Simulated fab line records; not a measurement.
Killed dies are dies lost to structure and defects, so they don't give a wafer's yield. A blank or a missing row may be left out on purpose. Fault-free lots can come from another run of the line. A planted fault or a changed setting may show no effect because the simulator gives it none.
Code-filled problem report in 8D (eight disciplines) form :: flow n5Finfet :: the parts of the form that need people (team, actions taken, sign-off) are left out
Where a reading is given only as a bound, like >300, the bound stands for it, and a mean or a difference that rests on one is marked > or <: the true number lies beyond.

## 1. THE PROBLEM
Wafers with no fault read 336 with a standard deviation of 110, whereas rawDefectCount at N5_BEOL_M0_SAQP_INSPECT_42 reads a mean of 1251 on 1 wafer of 1 lot. Relative to the usual mean, that is a shift of +8.3 standard deviations.
The step: inspects for defects (brightfield).
Earliest sighting: wafer L763.6 on defectInspect-01 at day 8 04:21. The record holds 24 wafers of 8 lots with a number at this step. By rule, "out" or "out of limits" means more than 4 standard deviations away from the usual mean. All remaining wafers that have a number are taken as sound.

## 2. WHAT IT IS, AND WHAT IT ISN'T
question: which readings at this step
is: rawDefectCount
is not: -

question: which lots
is: L763
is not: L753, L756, L771, L772, L773, L774, L775

question: which wafers of those lots
is: L763.6
is not: L763.3, L763.4

question: read on which gauges
is: defectInspect-01
is not: defectInspect-02

question: when
is: from day 8 04:21
is not: up to then (8 sound wafers); but 15 sound wafers of L771, L772, L773, L774, L775 came after

## 3. THE SUSPECTS, EACH WITH WHAT RULES IT OUT
Counting: any tool at a process step up to the reading remains a suspect provided it ran every lot that is out. Sound lots after the first of them don't rule it out here, since some wafers of a struck lot are sound.
- the gauge at N5_BEOL_M0_SAQP_INSPECT_42: ruled out. All the wafers that are out were read on defectInspect-01, but those of them that N5_BEOL_M0_CUTY_INSPECT_59 has rows for are out there too, on other tools.
- rieDiel-01 at N5_BEOL_M0_SAQP_ETCH_84 (etches SOC in N2/H2, target depth 100 nm, overetch 20 nm, time 150 s): kept. It processed L763, the lot that is out, at day 8 00:40, and its most recent sound lot before then was L756 at day 6 04:24.
- rieDiel-01 at N5_BEOL_M0_SAQP_HM_OPEN_112 (chemistry CHF3/O2, target SiO2, stops on a-Si, target depth 12 nm, time 13.5 s): kept. It processed L763, the lot that is out, at day 8 00:46, and its most recent sound lot before then was L756 at day 6 04:31.
- rieDiel-05 at N5_BEOL_M0_SAQP_SPACER1_ETCHBACK_99 (etches SiO2 in CHF3/O2, target depth 15.4 nm, time 7.7 s): kept. It ran the lot that is out, L763 (day 8 01:59).
- vaporEtch-01 at N5_BEOL_M0_SAQP_RECESS_104 (chemistry HF/NH3, target SiO2, target depth 18 nm, afs cycles 3, sublimation time 60 s): kept. It ran the lot that is out, L763 (day 8 02:34).
- Within rieDiel-01 at N5_BEOL_M0_SAQP_ETCH_84: the wafers that are out ran in chamber 0; their sound lot-mates ran in chamber 1.
- Within rieDiel-01 at N5_BEOL_M0_SAQP_HM_OPEN_112: the wafers that are out ran in chamber 0; their sound lot-mates ran in chamber 1.
Left after counting: rieDiel-01 at N5_BEOL_M0_SAQP_ETCH_84, rieDiel-01 at N5_BEOL_M0_SAQP_HM_OPEN_112, rieDiel-05 at N5_BEOL_M0_SAQP_SPACER1_ETCHBACK_99, vaporEtch-01 at N5_BEOL_M0_SAQP_RECESS_104.

## 4. THE CAUSE (what the simulator had put in)
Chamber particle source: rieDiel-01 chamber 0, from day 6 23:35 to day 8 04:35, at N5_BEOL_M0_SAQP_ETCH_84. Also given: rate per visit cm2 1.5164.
This tool is one of the 4 suspects left after counting.

## 5. SEQUENCE OF EFFECTS, ordered by route
Rows list readings where the struck wafers' mean (over those with a number) sits beyond 3 standard deviations from the usual. Readings are gone through only where the record gives a usual standard deviation; hours: the median, over the lots, of the time from a lot's start at the first step in this table giving one to that lot's start at this step; sigmas: the change measured in usual standard deviations.
hours: 0
step: N5_BEOL_M0_SAQP_INSPECT_42
reading: rawDefectCount
usual: 336
on struck wafers: 1251
change: +915
sigmas: +8.3

hours: 1
step: N5_BEOL_M0_CUTY_INSPECT_59
reading: rawDefectCount
usual: 2.0
on struck wafers: >300
change: >+298
sigmas: +99 or more

hours: 200
step: N5_PASSIVATION_PROBE_49
reading: defectLimitedYield
usual: 91.2 %
on struck wafers: 81.4
change: -9.8
sigmas: -7.0

hours: 200
step: N5_PASSIVATION_PROBE_49
reading: killed_at_M0_to_M3
usual: 34
on struck wafers: 175
change: +141
sigmas: +15

hours: 200
step: N5_PASSIVATION_PROBE_49
reading: killedDies
usual: 103
on struck wafers: 219
change: +116
sigmas: +6.8

hours: 200
step: N5_PASSIVATION_PROBE_49
reading: killedOnRim
usual: 14
on struck wafers: 28
change: +14
sigmas: +4.0

hours: 200
step: N5_PASSIVATION_PROBE_49
reading: sort_bin_5_function
usual: 5.1 %
on struck wafers: 11.4
change: +6.3
sigmas: +6.8

hours: 200
step: N5_PASSIVATION_PROBE_49
reading: sortNPass
usual: 1077
on struck wafers: 961
change: -116
sigmas: -6.8

hours: 200
step: N5_PASSIVATION_PROBE_49
reading: sortYieldPct
usual: 91.2 %
on struck wafers: 81.4
change: -9.8
sigmas: -7.0
Its process steps:
- N5_PASSIVATION_PROBE_49
At these later measuring or inspecting steps, every struck wafer for which the step has a row has a number for every such reading, and none has moved that far: N5_BEOL_M4_RC_MEAS_101.

## 6. WHAT WOULD HAVE CAUGHT IT SOONER
Counted from the fault's start at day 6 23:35, it took 29 hours until the first out-of-limits reading at a measuring or inspecting step in this record, taken at day 8 04:21.
Tool readings at N5_BEOL_M0_SAQP_ETCH_84 with a usual standard deviation given in the record: none out on any struck wafer, hence no alarm at a limit of 4 standard deviations on them.
Each of the lots that are out, 1 in all, had begun N5_BEOL_M0_SAQP_ETCH_84 on rieDiel-01 no later than day 8 04:21. None of them would have been spared by holding the tool at that moment.
